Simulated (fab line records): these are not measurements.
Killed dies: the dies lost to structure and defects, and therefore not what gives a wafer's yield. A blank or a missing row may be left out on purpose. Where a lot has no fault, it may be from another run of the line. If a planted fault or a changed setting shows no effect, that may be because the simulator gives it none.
A struck lot beside a sound one :: flow n5 finfet :: 14 steps out of a route of 1938
Sound: these wafers, L603.1, L603.4, L603.5. The struck wafers were L611.1, L611.5, L611.6. The cause comes at the end.
Order at every step that has rows: each side's tool, ch and its chambers, its first start. Under that, the readings that differ: sound wafers :: struck wafers :: difference of the means :: sigmas: that difference in standard deviations of wafers without a fault.
alike: words and numbers the same on both sides, and readings whose means are apart by under 2 such deviations; not compared: readings that were withheld, readings missing a value for some wafer, numbers with overlapping values and no deviation given by the record, and bounds like >300 which may hide the same value.
The two part at a step that has a row with sigmas, a row that says differs or no value, or rows on one side only. When numbers do not overlap yet have no deviation, they are printed without sigmas and do not part them. A reading that every wafer of one side lacks parts them only if that side has two wafers or more.

N5_BEOL_M13_THK_MEAS_50: measures by xrf.
  sound on film metro-01, day 12 12:43; struck on film metro-02, day 14 08:55
  alike: M13_THK
then, 1 step without rows for these wafers: N5_BEOL_M13_PRE_CLEAN_52 (time 15 s).
N5_BEOL_M13_DEP_53: deposits SiCN from 3MS/NH3, target thk 50 nm, time 17.8 s.
  sound on pecvd-03 ch 0,1, day 12 12:47; struck on pecvd-03 ch 0,1,2, day 14 08:59
  alike: showerhead plenum p Torr, throttle valve pct
N5_BEOL_M13_RS_MEAS_54: uses a four-point probe to measure.
  sound on film metro-01, day 12 12:51; struck on film metro-02, day 14 09:02
  alike: M13_RS
N5_BEOL_M13_INSPECT_55: inspects for defects (darkfield).
  sound on defect inspect-01, day 12 12:52; struck on defect inspect-02, day 14 09:04
  alike: raw defect count
N5_BEOL_M14_ILD_DEP_00: deposits SiO2 from TEOS/O2, target thk 1119.3 nm, time 237.4 s.
  sound on pecvd-04 ch 0,1,2, day 12 12:55; struck on pecvd-03 ch 0,1,2, day 14 09:07
  alike: heater power w, showerhead plenum p Torr, throttle valve pct
N5_BEOL_M14_THK_MEAS_01:
  sound on film metro-02, day 12 13:06; struck on film metro-01, day 14 09:18
  alike: M14_ILD_THK
then, 5 steps without rows for these wafers: N5_BEOL_M14_COAT_58 (time 60 s, resist thk 89 nm); N5_BEOL_M14_COAT_04 (resist thk 800 nm); N5_BEOL_M14_EBR_06; N5_BEOL_M14_SOFTBAKE_05 (time 60 s); N5_BEOL_M14_EXPOSE_07 (exposes mask V13).
N5_BEOL_M14_PEB_08: peb time 90 s.
  sound on litho track-01 ch 0, day 12 13:17; struck on litho track-04, day 14 09:29
  no value came back on the struck wafers for chill plate temp C (C), exhaust pa (Pa); on the sound wafers chill plate temp C (C) reads 23.04 23.17 23.03
then, 1 step without rows for these wafers: N5_BEOL_M14_DEVELOP_09 (develop time 45 s).

## WHERE THEY PART
N5_BEOL_M14_PEB_08 only, going by this record.

WHY: what the simulator had put in
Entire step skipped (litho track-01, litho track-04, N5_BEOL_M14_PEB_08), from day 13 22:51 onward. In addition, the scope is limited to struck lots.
